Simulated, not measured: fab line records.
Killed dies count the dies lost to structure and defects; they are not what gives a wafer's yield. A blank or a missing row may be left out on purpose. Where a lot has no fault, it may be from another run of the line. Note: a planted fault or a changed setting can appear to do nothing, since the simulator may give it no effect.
Matching of chambers | flow n5 finfet | rie si-06 running N5_FIN_SAQP_ETCH_65: 4 sister chambers
The step etches SiO2 in CF4, target depth 4 nm, time 4.4 s. 8 wafers are shown with their chamber, then 7 later ones without.

## WAFERS WITH THEIR CHAMBER
wafer  | chamber | drypump motor current A (A) | throttle valve pct (%)
L074.5 | 3       | 6.2                         | 22.25
L079.3 | 3       | 6.1                         | 22.28
L079.4 | 1       | 5.2                         | 21.42
L084.1 | 1       | 5.2                         | 21.42
L084.3 | 2       | 5.7                         | 21.70
L084.6 | 0       | 5.1                         | 21.84
L090.2 | 2       | 5.7                         | 21.71
L090.4 | 0       | 5.1                         | 21.83

## WAFERS WITH NO CHAMBER GIVEN
wafer  | drypump motor current A (A) | throttle valve pct (%)
L090.6 | 5.7                         | 21.70
L095.1 | 5.2                         | 21.43
L095.4 | 5.1                         | 21.83
L095.5 | 5.1                         | 21.82
L097.4 | 5.2                         | 21.44
L097.5 | 5.1                         | 21.84
L097.6 | 5.1                         | 21.41

## WHICH CHAMBER EACH WENT THROUGH
wafer  | from the rows above | in truth
L090.6 | 2                   | 2
L095.1 | 1                   | 1
L095.4 | 0                   | 0
L095.5 | 0                   | 0
L097.4 | 1                   | 1
L097.5 | 0                   | 0
L097.6 | 1                   | 1
7 of 7 placed correctly. Can't be placed from these rows: 0. Wrongly placed: 0.
How it was worked out, from the rows above alone: a wafer's distance from a chamber is the root of the sum, over the readings, of the square of ((its reading less the chamber's mean) divided by the reading's scatter). If the next closest chamber is less than 2 further off than the closest, the wafer can't be placed; otherwise it belongs to the closest. For every chamber, the mean is computed from those of its wafers that are shown. The scatter is the square root of a quotient: the sum, over the shown wafers, of each reading's squared deviation from its chamber's mean, divided by wafers minus chambers.
